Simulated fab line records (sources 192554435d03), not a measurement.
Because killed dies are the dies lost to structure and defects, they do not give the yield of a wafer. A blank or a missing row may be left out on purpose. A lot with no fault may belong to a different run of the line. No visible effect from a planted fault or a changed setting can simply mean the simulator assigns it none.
A struck lot beside a sound one | flow n5 finfet | 15 out of 1938 route steps
Sound: wafers L846.1, L846.4, L846.6. Struck: wafer L866.6; the same lot's L866.3 was not struck, so it is left out; see the end for the cause.
For every step that has rows: the tool of each side, followed by ch and its chambers, followed by its first start. Under that, the readings that differ: sound wafers | struck wafers | difference of the means | sigmas: that difference in standard deviations of wafers without a fault.
alike: a reading whose means differ by less than 2 such deviations, as well as words and numbers matching on both sides. not compared: withheld readings; readings where some wafer has no value; bounds like >300 that might hide an equal value; numbers whose values overlap and for which the record gives no deviation.
A row with sigmas, a row that says differs or no value, or rows on one side alone: a step with any of these is where the two part. When numbers do not overlap yet have no deviation, they are printed without sigmas and do not part them. A reading that every wafer of one side lacks parts them only if that side has two wafers or more.

N5_HKMG_FIN_CD_MEAS_12: the cd target is 92.8 nm.
  sound on cd sem-03 ch 0, day 4 11:16; struck on cd sem-03 ch 0, day 9 11:41
  alike: cd nm
N5_HKMG_FIN_OVL_MEAS_13:
  sound on overlay-02 ch 0, day 4 11:17; struck on overlay-02 ch 0, day 9 11:43
  alike: NWFM_OVL
N5_HKMG_FIN_INSPECT_14: inspects for defects (macro).
  struck on defect inspect-01, day 9 11:45; sound on defect inspect-02, day 4 11:19
  alike: raw defect count
then, 1 step without rows for these wafers: N5_HKMG_FIN_DESCUM_17 (chemistry O2, time 7.9 s).
N5_HKMG_FIN_ETCH_31: etches SiARC in CF4, target depth 45.5 nm, time 75.8 s.
  sound on rie diel-05 ch 0,1,2, day 4 11:23; struck on rie diel-04 ch 0, day 9 11:49
  reading               | sound          | struck | difference | sigmas
  etch rf on time s (s) | 75.8 74.8 74.9 | 78.9   | +3.7       | +2
  alike: drypump motor current A, oes product au, rf vpp V, showerhead plenum p Torr, throttle valve pct
  not compared: rf hours counter h
N5_HKMG_FIN_ETCH_32: etches SOC in N2/H2, target depth 240 nm, time 300 s.
  sound on rie diel-05 ch 0,1,2, day 4 11:26; struck on rie diel-04 ch 0, day 9 11:53
  alike: drypump motor current A, oes product au, rf vpp V, showerhead plenum p Torr, throttle valve pct
  not compared: rf hours counter h
then, 1 step without rows for these wafers: N5_HKMG_FIN_STRIP_33 (strips in N2/H2).
N5_HKMG_FIN_STRIP_34: strips in CF4.
  sound on rie diel-05 ch 0,1,2, day 4 11:38; struck on rie diel-04 ch 0, day 9 12:04
  alike: drypump motor current A, oes product au, rf vpp V, showerhead plenum p Torr, throttle valve pct
  not compared: rf hours counter h
N5_HKMG_FIN_ETCH_35: etches SOC in N2/H2, target depth 215.8 nm, time 243.4 s.
  sound on rie diel-05 ch 0,1,2, day 4 11:39; struck on rie diel-04 ch 0, day 9 12:05
  alike: drypump motor current A, oes product au, rf vpp V, showerhead plenum p Torr, throttle valve pct
  not compared: rf hours counter h
N5_HKMG_FIN_STRIP_92: strips SOC in N2/H2, time 20 s.
  sound on rie diel-05 ch 0,1,2, day 4 11:48; struck on rie diel-04 ch 0, day 9 12:14
  alike: drypump motor current A, oes product au, rf vpp V, showerhead plenum p Torr, throttle valve pct
  not compared: rf hours counter h
then, 2 steps without rows for these wafers: N5_HKMG_FIN_WET_ETCH_18 (etches TiN in SC1, time 55 s, target depth 5.2 nm, rinse time 30 s); N5_HKMG_FIN_STRIP_19 (strips in N2/H2, time 360 s).
N5_HKMG_FIN_ALD_91: deposits TiN, target thk 1 nm, pulse time 1 s, purge time 3 s.
  sound on ald metal-01 ch 0,1,3, day 4 12:20; struck on ald metal-01 ch 1, day 9 12:46
  reading                                  | sound    | struck | difference | sigmas
  ald cycles                               | 47 47 47 | 27     | -20        |
  model.TiN_of_HKMG_FIN_ALD_91.thk nm (nm) | 1 1 1    | 0.6    | -0.4       |
  alike: chamber pressure Torr, heater power w, precursor pulse height rel
then, 1 step without rows for these wafers: N5_HKMG_FIN_COAT_85 (time 60 s, resist thk 300 nm).
-- here the record skips 10 days between the struck wafers' starts before and after, leaving off in module HKMG_FIN and picking up in module PASSIVATION (first step shown: number 1936 of the route) --
N5_PASSIVATION_PROBE_49:
  rows exist in the record for the struck wafers here (prober-01, day 19 21:30), but not for the sound ones

WHERE THEY PART
At N5_HKMG_FIN_ETCH_31 first; at N5_PASSIVATION_PROBE_49 last (within this record only).

WHY: what had been put in by the simulator
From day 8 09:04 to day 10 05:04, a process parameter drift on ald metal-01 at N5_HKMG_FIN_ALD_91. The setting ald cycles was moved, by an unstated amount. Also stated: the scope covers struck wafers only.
